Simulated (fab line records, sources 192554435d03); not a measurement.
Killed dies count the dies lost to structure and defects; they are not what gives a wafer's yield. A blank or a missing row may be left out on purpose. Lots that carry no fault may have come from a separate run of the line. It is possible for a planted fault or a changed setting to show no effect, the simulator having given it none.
Chamber matching / flow n5 finfet / N5_BEOL_M0_SAQP_PECVD_04 on pecvd-03: 3 sister chambers
The step deposits a-Si from SiH4/He, target thk 60 nm, time 60.2 s. 6 wafers are shown with their chamber, then 8 later ones without.

EACH WAFER AND ITS CHAMBER
wafer=L082.3; chamber=2; showerhead plenum p Torr (Torr)=5.77; throttle valve pct (%)=17.3
wafer=L087.1; chamber=2; showerhead plenum p Torr (Torr)=5.78; throttle valve pct (%)=17.3
wafer=L090.2; chamber=1; showerhead plenum p Torr (Torr)=5.64; throttle valve pct (%)=19.1
wafer=L090.3; chamber=0; showerhead plenum p Torr (Torr)=5.64; throttle valve pct (%)=18.5
wafer=L090.6; chamber=0; showerhead plenum p Torr (Torr)=5.64; throttle valve pct (%)=18.4
wafer=L091.3; chamber=1; showerhead plenum p Torr (Torr)=5.64; throttle valve pct (%)=19.1

WAFERS WHOSE CHAMBER IS MISSING
wafer=L091.4; showerhead plenum p Torr (Torr)=5.76; throttle valve pct (%)=17.2
wafer=L091.6; showerhead plenum p Torr (Torr)=5.63; throttle valve pct (%)=18.7
wafer=L093.1; showerhead plenum p Torr (Torr)=5.66; throttle valve pct (%)=18.5
wafer=L093.3; showerhead plenum p Torr (Torr)=5.65; throttle valve pct (%)=19.0
wafer=L093.6; showerhead plenum p Torr (Torr)=5.78; throttle valve pct (%)=17.3
wafer=L097.2; showerhead plenum p Torr (Torr)=5.65; throttle valve pct (%)=19.1
wafer=L097.3; showerhead plenum p Torr (Torr)=5.77; throttle valve pct (%)=17.0
wafer=L097.6; showerhead plenum p Torr (Torr)=5.75; throttle valve pct (%)=17.3

WHICH CHAMBER EACH ONE RAN IN
wafer=L091.4; from the rows above=2; in truth=2
wafer=L091.6; from the rows above=0; in truth=0
wafer=L093.1; from the rows above=0; in truth=0
wafer=L093.3; from the rows above=1; in truth=1
wafer=L093.6; from the rows above=2; in truth=2
wafer=L097.2; from the rows above=1; in truth=1
wafer=L097.3; from the rows above=2; in truth=2
wafer=L097.6; from the rows above=2; in truth=2
Correctly placed: 8 of 8. Not placeable from these rows: 0. Number placed wrongly: 0.
How it was worked out, from the rows above alone: a wafer's distance from a chamber is the root of the sum, over the readings, of the square of ((its reading less the chamber's mean) divided by the reading's scatter). The wafer belongs to the nearest chamber; if the next one is less than 2 further off, it can't be placed. The mean given for a chamber averages the wafers shown for that chamber. The scatter is the square root of a quotient: the sum, over the shown wafers, of each reading's squared deviation from its chamber's mean, divided by wafers minus chambers.
